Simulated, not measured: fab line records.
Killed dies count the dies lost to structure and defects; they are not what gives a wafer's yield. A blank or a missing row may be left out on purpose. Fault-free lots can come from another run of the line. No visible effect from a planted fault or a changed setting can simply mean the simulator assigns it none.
Chamber matching | flow nand_harc | NHARC_A_STAIRCASE_DEP_156 on pecvd-04: 3 sister chambers
The step deposits SiNx, target thk 50 nm. 6 wafers are shown with their chamber, then 9 later ones without.

## WAFERS WITH THEIR CHAMBER
wafer  | chamber | heater_power_w (W)
L085.2 | 0       | 716
L087.1 | 0       | 730
L087.6 | 2       | 798
L086.1 | 1       | 653
L086.4 | 2       | 833
L086.5 | 1       | 654

## WAFERS WITH NO CHAMBER GIVEN
wafer  | heater_power_w (W)
L091.1 | 760
L091.4 | 764
L091.6 | 562
L092.3 | 752
L092.4 | 703
L092.6 | 764
L096.2 | 635
L096.4 | 625
L096.6 | 758

## THE CHAMBER EACH PASSED THROUGH
wafer  | from the rows above     | in truth
L091.1 | can't be placed: 0 or 2 | 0
L091.4 | can't be placed: 0 or 2 | 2
L091.6 | 1                       | 1
L092.3 | 0                       | 0
L092.4 | can't be placed: 0 or 1 | 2
L092.6 | can't be placed: 0 or 2 | 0
L096.2 | 1                       | 1
L096.4 | 1                       | 1
L096.6 | can't be placed: 0 or 2 | 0
4 of 9 placed correctly. From these rows, 5 cannot be placed; in 4 the true chamber is one of the candidates. Placed wrongly: 0.
How it was worked out, from the rows above alone: a wafer's distance from a chamber is the root of the sum, over the readings, of the square of ((its reading less the chamber's mean) divided by the reading's scatter). The wafer belongs to the nearest chamber; if the next one is less than 2 further off, it can't be placed. A chamber's mean is the mean of its shown wafers. The scatter is the square root of a quotient: the sum, over the shown wafers, of each reading's squared deviation from its chamber's mean, divided by wafers minus chambers.
